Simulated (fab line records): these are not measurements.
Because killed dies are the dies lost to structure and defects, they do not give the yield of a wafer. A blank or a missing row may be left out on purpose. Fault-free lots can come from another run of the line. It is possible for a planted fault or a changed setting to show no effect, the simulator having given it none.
Which tool is to blame?	flow nand-harc	12 lots with 34 wafers sampled at 6 steps, on a route of 1302 steps

== WHAT THE GAUGES READ, wafer by wafer ==
NHARC_P_START_INSPECT_01. Usual: raw-defect-count 3.8, standard deviation 2.1.
lot	measured	on	raw-defect-count	flag
L732	day 2 06:02	defect-inspect-01	5 3 1	
L733	day 2 16:02	defect-inspect-01	3 7 4	
L734	day 3 02:02	defect-inspect-02	1 4 6	
L740	day 5 14:02	defect-inspect-02	5 2 1	
L741	day 6 00:02	defect-inspect-01	4 4	
L742	day 6 10:02	defect-inspect-01	4 2	
L748	day 8 22:02	defect-inspect-01	4 10 4	
L749	day 9 08:02	defect-inspect-01	7 8 3	
L750	day 9 18:02	defect-inspect-02	6 4 7	
L751	day 10 04:02	defect-inspect-01	3 3 2	
L752	day 10 14:02	defect-inspect-01	3 2 4	
L754	day 11 10:02	defect-inspect-02	3 2 0	

NHARC_P_STI_CD_MEAS_16. Usual: cd-nm 198.8 nm, standard deviation 2.
lot	measured	on	cd-nm (nm)	flag
L732	day 3 08:47	cd-sem-02	199.8 202.6 198.2	
L733	day 3 16:29	cd-sem-03	199.9 200.6 201.2	
L734	day 4 03:02	cd-sem-03	199.8 195.5 200.4	
L740	day 6 14:42	cd-sem-01	200.4 201.0 200.1	
L741	day 7 00:59	cd-sem-02	197.1 195.5	
L742	day 7 11:08	cd-sem-03	199.2 199.3	
L748	day 9 20:53	cd-sem-02	197.5 198.8 199.5	
L749	day 10 12:16	cd-sem-02	201.0 199.7 200.6	
L750	day 10 23:15	cd-sem-02	198.3 201.0 196.2	
L751	day 11 07:12	cd-sem-03	200.0 202.9 200.2	
L752	day 11 14:05	cd-sem-03	199.7 198.6 201.9	
L754	day 12 12:21	cd-sem-03	196.7 196.4 196.7	

NHARC_P_STI_OCD_MEAS_17. Usual: trench-depth-nm 300.3 nm, standard deviation 2.9; trench-foot-cd-nm 157.4 nm, standard deviation 2.
lot	measured	on	trench-depth-nm (nm)	trench-foot-cd-nm (nm)	flag
L732	day 3 08:52	ocd-01	299.3 302.0 299.5	158.9 160.2 158.7	
L733	day 3 16:35	ocd-02	300.5 300.3 301.8	159.1 159.8 160.2	
L734	day 4 03:08	ocd-01	304.2 304.6 304.3	158.1 153.4 157.7	
L740	day 6 14:47	ocd-01	302.2 404.8 402.2	158.1 144.4 144.4	OFF
L741	day 7 01:04	ocd-02	301.8 403.1	155.1 141.2	OFF
L742	day 7 11:13	ocd-01	301.0 404.5	157.3 143.7	OFF
L748	day 9 20:59	ocd-02	296.4 297.1 295.7	157.8 158.5 157.3	
L749	day 10 12:22	ocd-02	299.3 297.1 300.6	161.2 159.5 159.5	
L750	day 10 23:20	ocd-02	298.2 299.1 300.6	156.1 159.1 153.9	
L751	day 11 07:17	ocd-01	298.1 305.1 298.9	158.2 159.5 157.1	
L752	day 11 14:10	ocd-01	296.3 296.3 297.3	159.2 158.1 161.6	
L754	day 12 12:26	ocd-02	305.4 304.4 306.2	154.2 155.0 154.8	

NHARC_END_SORT_01. Usual: killed-at-array 46, standard deviation 15; killed-at-other 0.8, standard deviation 1.1; killed-at-periphery 4.0, standard deviation 2.9; killed-dies 50, standard deviation 15; killed-open 3.2, standard deviation 1.8; killed-short 2.3, standard deviation 1.6.
lot	measured	on	killed-at-array	killed-at-other	killed-at-periphery	killed-dies	killed-open	killed-short	flag
L748	day 31 02:00	prober-02	43 52	2 0	4 4	49 56	0 4	3 5	

== TOOL THAT RAN EACH LOT (tool first, then ch and the chambers of the sampled wafers, then the start) ==
lot	NHARC_P_STI_ETCH_42	NHARC_P_STI_ETCH_15
L732	rie-diel-13 ch 0,1,3, day 3 08:26	rie-si-05 ch 1,2,3, day 3 08:38
L733	rie-diel-12 ch 0,1,3, day 3 16:08	rie-si-05 ch 0,2,3, day 3 16:20
L734	rie-diel-13 ch 1,2,3, day 4 02:42	rie-si-05 ch 1,2, day 4 02:53
L740	rie-diel-13 ch 0,2, day 6 14:20	rie-si-04 ch 0,1,2, day 6 14:35
L741	rie-diel-13 ch 0,2, day 7 00:38	rie-si-04 ch 0,2, day 7 00:50
L742	rie-diel-02 ch 1,3, day 7 10:47	rie-si-04 ch 2, day 7 10:58
L748	rie-diel-02 ch 0,2,3, day 9 20:32	rie-si-05 ch 0,3, day 9 20:45
L749	rie-diel-12 ch 1,2, day 10 11:53	rie-si-04 ch 0,1,3, day 10 12:06
L750	rie-diel-02 ch 2,3, day 10 22:54	rie-si-04 ch 0,3, day 10 23:07
L751	rie-diel-13 ch 0,1,3, day 11 06:46	rie-si-02 ch 0,3, day 11 06:57
L752	rie-diel-12 ch 1,2, day 11 13:44	rie-si-04 ch 2,3, day 11 13:55
L754	rie-diel-02 ch 0,2,3, day 12 12:01	rie-si-02 ch 1,2,3, day 12 12:13
- NHARC_P_STI_ETCH_42: etches the open film in N2/H2, target depth 80 nm, overetch 24 nm, time 61 s.
- NHARC_P_STI_ETCH_15: etches the open film in HBr/Cl2, target depth 300 nm, time 100.1 s.

== AS READ BY THE TOOLS THEMSELVES (means over the sampled wafers that have a number; for cases with no such wafer, the mark the record gives instead) ==
NHARC_P_STI_ETCH_42. Usual: drypump-motor-current-A 5.7 A, standard deviation 0.48; oes-product-au 1.001 a.u., standard deviation 0.0077; rf-vpp-V 430.1 V, standard deviation 2.5; showerhead-plenum-p-Torr 2.03 Torr, standard deviation 0.085; throttle-valve-pct 14.171 %, standard deviation 0.0092.
lot	tool	drypump-motor-current-A (A)	oes-product-au (a.u.)	rf-vpp-V (V)	showerhead-plenum-p-Torr (Torr)	throttle-valve-pct (%)	flag
L732	rie-diel-13	5.5	1.000	429.7	1.98	14.165	
L733	rie-diel-12	5.9	0.995	430.5	2.04	14.171	
L734	rie-diel-13	5.3	1.000	428.8	1.99	14.169	
L740	rie-diel-13	6.0	1.002	429.3	1.97	14.181	
L741	rie-diel-13	6.1	1.000	428.0	1.96	14.177	
L742	rie-diel-02	5.3	1.003	431.6	2.08	14.177	
L748	rie-diel-02	5.7	1.015	431.7	2.06	14.167	
L749	rie-diel-12	5.3	0.998	430.0	2.01	14.177	
L750	rie-diel-02	5.5	0.995	432.5	2.15	14.173	
L751	rie-diel-13	5.5	1.006	428.0	1.97	14.167	
L752	rie-diel-12	5.5	0.994	429.3	2.00	14.163	
L754	rie-diel-02	5.7	0.994	431.1	2.06	14.173	

NHARC_P_STI_ETCH_15. Usual: drypump-motor-current-A 5.7 A, standard deviation 0.5; oes-product-au 1.000 a.u., standard deviation 0.0081; throttle-valve-pct 26.405 %, standard deviation 0.0094.
lot	tool	drypump-motor-current-A (A)	oes-product-au (a.u.)	throttle-valve-pct (%)	flag
L732	rie-si-05	6.0	0.999	26.404	
L733	rie-si-05	5.9	1.005	26.410	
L734	rie-si-05	6.3	1.007	26.406	
L740	rie-si-04	5.3	1.142	26.401	OFF
L741	rie-si-04	5.0	1.106	26.407	OFF
L742	rie-si-04	4.8	1.110	26.401	OFF
L748	rie-si-05	5.6	0.988	26.408	
L749	rie-si-04	5.6	0.999	26.406	
L750	rie-si-04	5.5	0.996	26.405	
L751	rie-si-02	6.2	1.001	26.398	
L752	rie-si-04	5.5	0.992	26.400	
L754	rie-si-02	5.9	1.012	26.399	

== THE ANSWER, worked out from the rows above alone ==
Rule: a lot counts as off when the mean over its wafers that have a number is more than 3 standard deviations away from the usual mean. A lot without any number at a reading at which 4 lots or more have one is off too. Where the step has rows for the other lots, those lots are counted as sound. Order of review: gauges by route order, followed by the tools' own readings, for which a lot's mean as printed above is used. The first step at which some lot is off is used, and at that step the reading that is off furthest; a lot without a number counts as furthest.
Off: L740, L741, L742 (NHARC_P_STI_OCD_MEAS_17, trench-depth-nm).
A tool fits if, at a process step before that reading, it ran every lot that is off, and no sound lot after the first of them. The gauges at NHARC_P_STI_OCD_MEAS_17 aren't tried: what is off there is off at NHARC_P_STI_ETCH_15 too, on other tools, and a gauge's error can't cause that. Not one of the candidates tried fits.

== WHAT THE SIMULATOR HAD PUT IN ==
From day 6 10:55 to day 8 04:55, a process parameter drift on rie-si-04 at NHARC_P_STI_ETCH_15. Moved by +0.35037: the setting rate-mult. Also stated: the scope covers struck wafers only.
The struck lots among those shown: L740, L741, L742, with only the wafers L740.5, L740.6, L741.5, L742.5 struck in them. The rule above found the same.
